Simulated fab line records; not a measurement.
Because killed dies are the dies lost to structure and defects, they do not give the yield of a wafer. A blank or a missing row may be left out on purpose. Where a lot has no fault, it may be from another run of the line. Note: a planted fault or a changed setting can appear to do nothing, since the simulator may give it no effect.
Comparing a struck lot with a sound one    flow n5Finfet    16 steps out of a route of 1938
Sound: these wafers, L177.2, L177.6. Struck: wafer L184.6; the same lot's L184.2 was not struck, so it is left out; see the end for the cause.
At each step with rows: each side's tool, then ch and its chambers, then its first start. Under that, the readings that differ: sound wafers    struck wafers    difference of the means    sigmas: that difference in standard deviations of wafers without a fault.
alike: same words and numbers on both sides, and readings whose means sit less than 2 such deviations apart. not compared: any withheld reading, any reading some wafer has no value for, any bound like >300 that may hide the same value, and any number with overlapping values for which the record gives no deviation.
Wherever a step has rows on one side only, a row that says differs or no value, or a row with sigmas, the two part there. When numbers do not overlap yet have no deviation, they are printed without sigmas and do not part them. A reading missing from all wafers of one side parts the sides only when that side holds two or more wafers.

first, 6 steps without rows for these wafers: N5_BEOL_M2_COAT_05 (resist thk 30 nm); N5_BEOL_M2_EBR_07; N5_BEOL_M2_SOFTBAKE_06 (time 60 s); N5_BEOL_M2_EXPOSE_08 (exposes mask M2); N5_BEOL_M2_PEB_09 (peb time 60 s); N5_BEOL_M2_DEVELOP_10 (develop time 30 s).
N5_BEOL_M2_CD_MEAS_11 targets a cd of 16.79 nm.
  sound on cdSem-02 ch 0, day 8 12:28; struck on cdSem-03 ch 0, day 10 11:29
  alike: cdNm
N5_BEOL_M2_OVL_MEAS_12:
  sound on overlay-02 ch 0, day 8 12:29; struck on overlay-01 ch 0, day 10 11:31
reading      sound      struck  difference  sigmas
M2_OVL (nm)  -1.0 -0.5  1.3     +2.0        +4
N5_BEOL_M2_INSPECT_13: inspects for defects (brightfield).
  sound on defectInspect-01 at day 8 12:33; struck on defectInspect-02 at day 10 11:34
  alike: rawDefectCount
N5_BEOL_M2_DESCUM_16: chemistry O2, time 7 s.
  sound on rieDiel-04 ch 0,2, day 8 12:35; struck on rieDiel-05 ch 0, day 10 11:36
  alike: drypumpMotorCurrentA, oesProductAu, rfVppV, showerheadPlenumPTorr, tempC, throttleValvePct
  not compared: rfHoursCounterH
N5_BEOL_M2_ETCH_74: etches underlayer in N2/H2, target depth 6.5 nm, time 5.2 s.
  sound on rieDiel-04 ch 0,2, day 8 12:37; struck on rieDiel-05 ch 0, day 10 11:38
  alike: drypumpMotorCurrentA, etchRfOnTimeS, oesProductAu, rfVppV, showerheadPlenumPTorr, throttleValvePct
  not compared: rfHoursCounterH
N5_BEOL_M2_ETCH_63: etches SiARC in CF4, target depth 15.6 nm, time 26 s.
  sound on rieDiel-04 ch 0,2, day 8 12:38; struck on rieDiel-05 ch 0, day 10 11:39
  alike: drypumpMotorCurrentA, etchRfOnTimeS, oesProductAu, rfVppV, showerheadPlenumPTorr, throttleValvePct
  not compared: rfHoursCounterH
N5_BEOL_M2_ETCH_64: etches SOC in N2/H2, target depth 75 nm, overetch 22.5 nm, time 121.9 s.
  sound on rieDiel-04 ch 0,2, day 8 12:40; struck on rieDiel-05 ch 0, day 10 11:41
reading                                    sound    struck  difference  sigmas
model.SiARC_of_BEOL_M2_COAT_62.thkNm (nm)  6.8 6.2  7       +0          
  alike: drypumpMotorCurrentA, oesProductAu, rfVppV, showerheadPlenumPTorr, tempC, throttleValvePct
  not compared: rfHoursCounterH
then, 1 step without rows for these wafers: N5_BEOL_M2_STRIP_65 (strips in N2/H2).
N5_BEOL_M4_RC_MEAS_101:
  sound on prober-01 ch 0, day 10 02:35; struck on prober-02 ch 0, day 11 23:28
  alike: DIBL_N, DIBL_P, IOFF_N, IOFF_P, ION_N, ION_P, SS_N, SS_P, VT_N, VT_P
-- here the record skips 4 days between the struck wafers' starts before and after, leaving off in module BEOL_M4 and picking up in module PASSIVATION (first step shown: number 1936 of the route) --
N5_PASSIVATION_PROBE_49:
  sound on prober-02 at day 14 00:12; struck on prober-02 at day 16 03:30
reading                  sound      struck  difference  sigmas
defectLimitedYield (%)   89.7 87.5  91.4    +2.8        +2
killed_at_M4_up          19 14      5       -12         -2
killedOpen               67 100     49      -34         -2
sort_bin_5_function (%)  6.7 8.0    5.2     -2.1        -2
  alike: killed_at_M0_to_M3, killedAtContacts, killedAtFrontEnd, killedAtOther, killedDies, killedOnRim, killedShort, sort_bin_6_memory, sortNPass, sortYieldPct

## WHERE THEY PART
First at N5_BEOL_M2_OVL_MEAS_12; last, within this record, at N5_PASSIVATION_PROBE_49.

WHY: whatever the simulator had introduced
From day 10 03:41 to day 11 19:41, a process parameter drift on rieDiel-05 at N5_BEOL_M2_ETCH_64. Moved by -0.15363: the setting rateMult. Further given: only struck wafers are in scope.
